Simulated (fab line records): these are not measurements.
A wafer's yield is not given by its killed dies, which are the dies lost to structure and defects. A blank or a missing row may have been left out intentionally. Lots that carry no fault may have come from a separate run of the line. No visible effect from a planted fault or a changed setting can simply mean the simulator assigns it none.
Chamber matching + flow nand_harc + NHARC_P_M0_ETCH_34 on rie_diel-02: 4 sister chambers
The step etches the open film in N2/H2, target depth 40 nm, overetch 12 nm, time 43.94 s. 16 wafers are shown with their chamber, then 8 later ones without.

WAFERS WITH THEIR CHAMBER
| wafer  | chamber | showerhead_plenum_p_Torr (Torr) | rf_vpp_V (V) | oes_product_au (a.u.) |
|--------|---------|---------------------------------|--------------|-----------------------|
| L268.1 | 3       | 2.00                            | 428.9        | 0.993                 |
| L268.3 | 0       | 1.93                            | 426.9        | 1.007                 |
| L268.6 | 1       | 2.17                            | 434.0        | 0.994                 |
| L270.1 | 0       | 1.93                            | 427.1        | 1.014                 |
| L270.3 | 3       | 1.99                            | 430.6        | 1.005                 |
| L270.5 | 2       | 2.05                            | 432.1        | 1.005                 |
| L274.3 | 1       | 2.17                            | 432.9        | 0.984                 |
| L274.4 | 0       | 1.93                            | 428.1        | 1.009                 |
| L274.6 | 1       | 2.17                            | 434.1        | 0.997                 |
| L283.2 | 1       | 2.16                            | 434.6        | 0.991                 |
| L283.3 | 0       | 1.92                            | 425.7        | 1.009                 |
| L283.5 | 3       | 1.99                            | 427.7        | 0.996                 |
| L286.1 | 0       | 1.92                            | 426.8        | 1.004                 |
| L286.2 | 3       | 1.99                            | 428.1        | 0.994                 |
| L286.3 | 1       | 2.16                            | 435.0        | 0.988                 |
| L288.3 | 0       | 1.92                            | 427.0        | 0.998                 |

SIGNATURES, as means of the wafers listed above
| reading                  | chamber 0 | chamber 1 | chamber 2 | chamber 3 | scatter within a chamber |
|--------------------------|-----------|-----------|-----------|-----------|--------------------------|
| showerhead_plenum_p_Torr | 1.9250    | 2.1660    | 2.0500    | 1.9925    | 0.00536                  |
| rf_vpp_V                 | 426.933   | 434.120   | 432.100   | 428.825   | 0.93                     |
| oes_product_au           | 1.00683   | 0.99080   | 1.00500   | 0.99700   | 0.00532                  |
Rule: distance of a wafer from a chamber = root of the sum over the readings of ((wafer's reading minus chamber's mean) / reading's scatter) squared. If the next closest chamber is less than 2 further off than the closest, the wafer can't be placed; otherwise it belongs to the closest. The scatter: the root of (the sum of the squares of (reading less its chamber's mean) over the shown wafers, divided by (wafers less chambers)).

WAFERS WITH NO CHAMBER GIVEN
| wafer  | showerhead_plenum_p_Torr (Torr) | rf_vpp_V (V) | oes_product_au (a.u.) |
|--------|---------------------------------|--------------|-----------------------|
| L288.4 | 2.04                            | 430.8        | 0.995                 |
| L288.6 | 1.92                            | 427.7        | 1.014                 |
| L289.1 | 1.98                            | 429.2        | 0.998                 |
| L289.3 | 2.16                            | 433.9        | 0.992                 |
| L289.6 | 2.04                            | 429.1        | 0.995                 |
| L290.1 | 2.16                            | 433.4        | 0.988                 |
| L290.2 | 1.92                            | 426.7        | 1.010                 |
| L290.6 | 1.98                            | 430.6        | 0.995                 |

THE CHAMBER EACH PASSED THROUGH
| wafer  | from the rows above | in truth |
|--------|---------------------|----------|
| L288.4 | 2                   | 2        |
| L288.6 | 0                   | 0        |
| L289.1 | 3                   | 3        |
| L289.3 | 1                   | 1        |
| L289.6 | 2                   | 2        |
| L290.1 | 1                   | 1        |
| L290.2 | 0                   | 0        |
| L290.6 | 3                   | 3        |
Correctly placed: 8 of 8. Left unplaced by these rows: 0. Placed wrongly: 0.
